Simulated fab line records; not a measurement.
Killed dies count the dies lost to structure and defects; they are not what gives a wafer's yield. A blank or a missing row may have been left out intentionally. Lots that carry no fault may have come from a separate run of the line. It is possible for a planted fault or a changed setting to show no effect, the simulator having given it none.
Matching of chambers / flow n5Finfet / N5_BEOL_M14_ILD_DEP_00 on pecvd-02 has 3 sister chambers
The step deposits SiO2 from TEOS/O2, target thk 1119.3 nm, time 237.4 s. 6 wafers are shown with their chamber, then 12 later ones without.

WAFERS PAIRED WITH THEIR CHAMBERS
wafer=L084.1; chamber=2; throttleValvePct (%)=18.3; heaterPowerW (W)=390
wafer=L085.3; chamber=0; throttleValvePct (%)=19.7; heaterPowerW (W)=619
wafer=L085.6; chamber=0; throttleValvePct (%)=19.3; heaterPowerW (W)=650
wafer=L087.1; chamber=1; throttleValvePct (%)=19.4; heaterPowerW (W)=703
wafer=L087.2; chamber=2; throttleValvePct (%)=18.5; heaterPowerW (W)=403
wafer=L087.5; chamber=1; throttleValvePct (%)=19.5; heaterPowerW (W)=558

WAFERS WHOSE CHAMBER IS MISSING
wafer=L089.1; throttleValvePct (%)=19.4; heaterPowerW (W)=720
wafer=L089.3; throttleValvePct (%)=19.2; heaterPowerW (W)=637
wafer=L089.4; throttleValvePct (%)=18.5; heaterPowerW (W)=528
wafer=L090.2; throttleValvePct (%)=18.3; heaterPowerW (W)=517
wafer=L090.5; throttleValvePct (%)=19.5; heaterPowerW (W)=506
wafer=L090.6; throttleValvePct (%)=18.2; heaterPowerW (W)=388
wafer=L092.1; throttleValvePct (%)=19.4; heaterPowerW (W)=554
wafer=L092.2; throttleValvePct (%)=19.4; heaterPowerW (W)=602
wafer=L092.5; throttleValvePct (%)=18.6; heaterPowerW (W)=468
wafer=L094.2; throttleValvePct (%)=18.6; heaterPowerW (W)=510
wafer=L094.3; throttleValvePct (%)=19.2; heaterPowerW (W)=712
wafer=L094.6; throttleValvePct (%)=18.3; heaterPowerW (W)=388

CHAMBER TAKEN BY EACH
wafer=L089.1; from the rows above=can't be placed: 1 or 0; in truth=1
wafer=L089.3; from the rows above=can't be placed: 1 or 0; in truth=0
wafer=L089.4; from the rows above=2; in truth=2
wafer=L090.2; from the rows above=2; in truth=2
wafer=L090.5; from the rows above=can't be placed: 1 or 0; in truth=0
wafer=L090.6; from the rows above=2; in truth=2
wafer=L092.1; from the rows above=can't be placed: 1 or 0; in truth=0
wafer=L092.2; from the rows above=can't be placed: 1 or 0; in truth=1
wafer=L092.5; from the rows above=2; in truth=2
wafer=L094.2; from the rows above=2; in truth=2
wafer=L094.3; from the rows above=can't be placed: 1 or 0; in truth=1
wafer=L094.6; from the rows above=2; in truth=2
Correct placement for 6 of the 12. These rows do not allow placing 6 (true chamber among the candidates in 6). Wrongly placed: 0.
How it was worked out, from the rows above alone: a wafer's distance from a chamber is the root of the sum, over the readings, of the square of ((its reading less the chamber's mean) divided by the reading's scatter). If the next closest chamber is less than 2 further off than the closest, the wafer can't be placed; otherwise it belongs to the closest. Each chamber's mean is taken over the wafers shown for it. How the scatter is found: for the shown wafers, subtract from each reading the mean of its chamber, square and add these, divide the total by (wafers less chambers), then take the root.
